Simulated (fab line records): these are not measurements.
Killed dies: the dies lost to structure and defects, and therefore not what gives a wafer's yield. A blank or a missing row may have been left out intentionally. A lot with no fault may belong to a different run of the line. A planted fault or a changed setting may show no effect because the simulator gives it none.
Which tool was responsible?	flow n5-finfet	9 lots with 27 wafers sampled at 6 steps, on a route of 1938 steps

## WHAT EACH GAUGE READ, for each wafer
N5_SD_EPI_P_OVL_MEAS_10.
lot	measured	on	SD_P_BLK_OVL (nm)
L686	day 4 07:29	overlay-02	-0.1 -0.7 -0.6
L689	day 4 23:47	overlay-01	-0.8 -1.0 0.0
L695	day 6 13:29	overlay-01	1.2 1.1 -0.8
L697	day 7 01:26	overlay-01	0.7 0.9 0.1
L700	day 7 16:53	overlay-02	2.0 1.7 1.0
L701	day 8 01:20	overlay-02	-0.9 0.4 0.1
L702	day 8 05:27	overlay-02	1.2 0.2 1.0
L703	day 8 11:47	overlay-02	0.5 0.4 0.8
L704	day 8 20:45	overlay-02	0.6 0.5 0.9

N5_SD_ACTIVATION_RS_MEAS_03: measures by four-point-probe.
lot	measured	on	RS_SD_N (ohm/sq)	RS_SD_P (ohm/sq)
L686	day 4 11:59	film-metro-01	22.32 22.17 21.89	55.7 56.0 55.0
L689	day 5 04:08	film-metro-01	22.01 21.86 22.51	57.1 57.5 56.0
L695	day 6 18:04	film-metro-01	22.05 22.54 22.07	56.6 55.6 55.9
L697	day 7 05:46	film-metro-02	21.85 21.47 21.50	58.0 57.6 56.3
L700	day 7 21:59	film-metro-01	22.04 21.88 21.89	57.4 57.0 56.9
L701	day 8 05:41	film-metro-01	22.06 22.34 22.13	55.3 55.5 56.2
L702	day 8 09:52	film-metro-01	21.65 21.22 21.74	54.0 53.7 53.9
L703	day 8 16:04	film-metro-01	22.02 21.62 21.78	53.7 54.3 53.4
L704	day 9 00:58	film-metro-01	22.30 22.14 22.27	55.9 55.0 56.3

N5_BEOL_M4_RC_MEAS_101.
lot	measured	on	DIBL_N (mV/V)	DIBL_P (mV/V)	IOFF_N (nA/um)	IOFF_P (nA/um)	ION_N (uA/um)	ION_P (uA/um)	RS_SD_P (ohm/sq)	SS_N (mV/dec)	SS_P (mV/dec)	VT_N (mV)	VT_P (mV)
L686	day 10 05:55	prober-01	34.3 34.1 35.5	35.6 34.4 36.1	0.126 0.120 0.141	0.196 0.192 0.218	674 677 673	469 472 472	65.8 66.6 65.5	70.8 71.4 71.5	72.6 72.4 73.1	250 254 248	-251.6 -249.2 -245.6
L689	day 10 18:31	prober-02	37.4 37.6 37.8	37.3 37.7 37.5	0.160 0.155 0.163	0.195 0.200 0.206	667 667 670	455 455 464	66.5 67.5 65.8	71.1 71.7 71.4	73.6 73.8 73.9	248 253 249	-254.0 -252.8 -251.3
L695	day 12 11:01	prober-01	39.9 36.8 38.7	36.8 32.7 35.2	0.185 0.114 0.155	0.245 0.179 0.214	683 657 676	464 461 465	65.6 65.3 65.6	70.8 70.9 71.2	73.8 72.2 73.6	248 254 250	-249.2 -251.9 -249.4
L697	day 12 16:17	prober-01	36.2 37.6 37.3	33.8 36.6 36.0	0.155 0.175 0.173	0.191 0.228 0.223	677 684 687	456 468 465	66.8 67.3 66.6	71.6 71.5 71.4	72.4 73.7 73.1	248 249 248	-249.8 -247.9 -247.1
L700	day 13 18:05	prober-02	39.0 37.2 37.0	37.6 35.8 35.3	0.191 0.156 0.150	0.251 0.227 0.210	683 678 674	470 469 462	67.0 67.1 66.3	72.0 71.0 71.3	73.5 73.2 73.4	250 251 253	-247.7 -247.3 -249.9
L701	day 13 23:07	prober-02	34.7 34.6 33.9	36.0 35.4 34.7	0.134 0.130 0.116	0.192 0.187 0.168	678 661 665	465 459 456	65.7 65.8 67.3	71.1 71.7 71.0	72.3 72.1 72.4	252 251 254	-251.0 -251.1 -252.2
L702	day 14 03:29	prober-02	35.8 34.8 35.5	35.7 34.3 35.9	0.152 0.131 0.142	0.216 0.192 0.229	673 672 673	470 467 468	62.7 62.6 62.9	71.3 71.2 71.6	73.6 73.3 73.2	252 251 252	-247.8 -249.3 -247.8
L703	day 14 05:38	prober-01	37.2 38.5 36.9	37.8 37.8 36.5	0.178 0.199 0.160	0.230 0.236 0.207	680 683 681	467 467 468	62.7 63.4 62.9	71.8 72.1 71.9	73.4 73.7 73.5	246 247 248	-248.7 -249.2 -251.3
L704	day 14 15:42	prober-02	37.2 36.8 35.9	38.6 37.0 35.9	0.187 0.166 0.152	0.259 0.228 0.212	685 671 675	477 465 467	65.3 65.7 66.0	72.3 72.1 71.6	73.5 74.1 73.8	246 248 249	-249.3 -249.0 -250.1

## WHAT TOOL EACH LOT RAN ON (gives the tool, then ch and the chambers of the sampled wafers, and finally the start)
lot	N5_SD_EPI_P_ETCH_16	N5_SD_EPI_P_STRIP_40	N5_SD_EPI_P_EPI_21
L686	rie-diel-06 ch 2,3, day 4 08:09	plasma-asher-02 ch 0,1, day 4 08:23	epi-rpcvd-04 ch 0, day 4 09:16
L689	rie-diel-01 ch 1,2,3, day 5 00:27	plasma-asher-02 ch 0,1, day 5 00:40	epi-rpcvd-02 ch 0, day 5 01:33
L695	rie-diel-06 ch 0,1,3, day 6 14:29	plasma-asher-02 ch 0,1, day 6 14:43	epi-rpcvd-03 ch 0, day 6 15:14
L697	rie-diel-01 ch 1,2,3, day 7 02:06	plasma-asher-02 ch 0,1, day 7 02:25	epi-rpcvd-04 ch 0, day 7 03:17
L700	rie-diel-06 ch 1,2,3, day 7 17:35	plasma-asher-02 ch 0,1, day 7 17:48	epi-rpcvd-04 ch 0, day 7 18:26
L701	rie-diel-06 ch 0,1, day 8 02:01	plasma-asher-02 ch 1, day 8 02:13	epi-rpcvd-02 ch 0, day 8 03:07
L702	rie-diel-06 ch 0,1, day 8 06:07	plasma-asher-01 ch 0,1, day 8 06:20	epi-rpcvd-04 ch 0, day 8 07:13
L703	rie-diel-01 ch 1,2,3, day 8 12:30	plasma-asher-02 ch 0,1, day 8 12:43	epi-rpcvd-04 ch 0, day 8 13:36
L704	rie-diel-04 ch 1,2,3, day 8 21:26	plasma-asher-01 ch 0,1, day 8 21:38	epi-rpcvd-03 ch 0, day 8 22:10
- N5_SD_EPI_P_ETCH_16: etches SiO2 in CHF3/O2, target depth 5 nm.
- N5_SD_EPI_P_STRIP_40: strips in N2/H2.
- N5_SD_EPI_P_EPI_21: deposits SiGe:B, time 355 s.

## AS READ BY THE TOOLS THEMSELVES (means over the sampled wafers that have a number; for cases with no such wafer, the mark the record gives instead)
N5_SD_EPI_P_ETCH_16.
lot	tool	O2_flow_sccm (sccm)	drypump-motor-current-A (A)	mfc-ar-sccm (sccm)	oes_o_777_au (a.u.)	oes-product-au (a.u.)	rf-vpp-V (V)	showerhead-plenum-p-Torr (Torr)	throttle-valve-pct (%)
L686	rie-diel-06	5.005	5.6	199.4	0.72	0.73	528	2.36	19.24
L689	rie-diel-01	4.987	5.7	200.3	0.78	0.79	521	2.40	18.85
L695	rie-diel-06	5.000	5.4	200.1	0.80	0.81	527	2.39	18.93
L697	rie-diel-01	4.986	5.7	199.1	0.77	0.77	522	2.39	18.88
L700	rie-diel-06	5.003	5.5	200.1	0.80	0.81	530	2.39	19.02
L701	rie-diel-06	5.003	5.4	199.8	0.80	0.80	531	2.42	18.84
L702	rie-diel-06	5.007	5.4	199.0	0.79	0.80	530	2.42	18.83
L703	rie-diel-01	5.016	5.7	200.2	0.85	0.85	521	2.38	18.76
L704	rie-diel-04	4.992	6.0	200.2	0.81	0.81	529	2.43	18.91

N5_SD_EPI_P_STRIP_40.
lot	tool	drypump-motor-current-A (A)	h2-flow-sccm (sccm)	heater-power-w (W)	oes-product-au (a.u.)
L686	plasma-asher-02	6.0	3253	344	0.765
L689	plasma-asher-02	6.0	3247	341	0.760
L695	plasma-asher-02	6.0	3247	340	0.753
L697	plasma-asher-02	6.0	3238	338	0.767
L700	plasma-asher-02	6.1	3252	341	0.756
L701	plasma-asher-02	5.9	3254	333	0.761
L702	plasma-asher-01	5.3	3241	340	0.762
L703	plasma-asher-02	6.0	3255	343	0.765
L704	plasma-asher-01	5.3	3247	336	0.760

## THE ANSWER, worked out from the rows above alone
Rule: the usual values come from the lots themselves. Put in order of their means at a reading, lots are off if they are a third of the lots or fewer, leave a main group of 4 or more, and stand apart from it by a gap of 3 or more times the standard deviation of the main group's means; of several such gaps the widest counts. A main group is skipped when, at the precision printed for the reading in the tables above, its means are all equal. A lot without any number at a reading at which 4 lots or more have one is off too. Any other lot the step has rows for is counted as sound. First the gauges in route order, then the tools' own readings, where a lot's mean is used as printed above. At the first step where some lot is off, the reading lying furthest off is the one used; lots without a number count as furthest.
Off: at N5_BEOL_M4_RC_MEAS_101 (RS_SD_P), L702, L703. Main group: mean 66.2 ohm/sq, sd 0.51.
If a tool, at a process step before that reading, ran all the lots that are off and no sound lot after the first of them, it fits. The gauges at N5_BEOL_M4_RC_MEAS_101 are tried like those tools. One candidate fits, namely epi-rpcvd-04 at N5_SD_EPI_P_EPI_21. Its last sound lot is L700 (day 7 18:26), its first lot that is off L702 (day 8 07:13): a fault that began between those two fits.

## WHAT THE SIMULATOR PUT IN
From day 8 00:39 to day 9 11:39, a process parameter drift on epi-rpcvd-04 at N5_SD_EPI_P_EPI_21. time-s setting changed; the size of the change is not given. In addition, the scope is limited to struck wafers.
Struck lots among those shown: L702, L703. Same finding as the rule above.
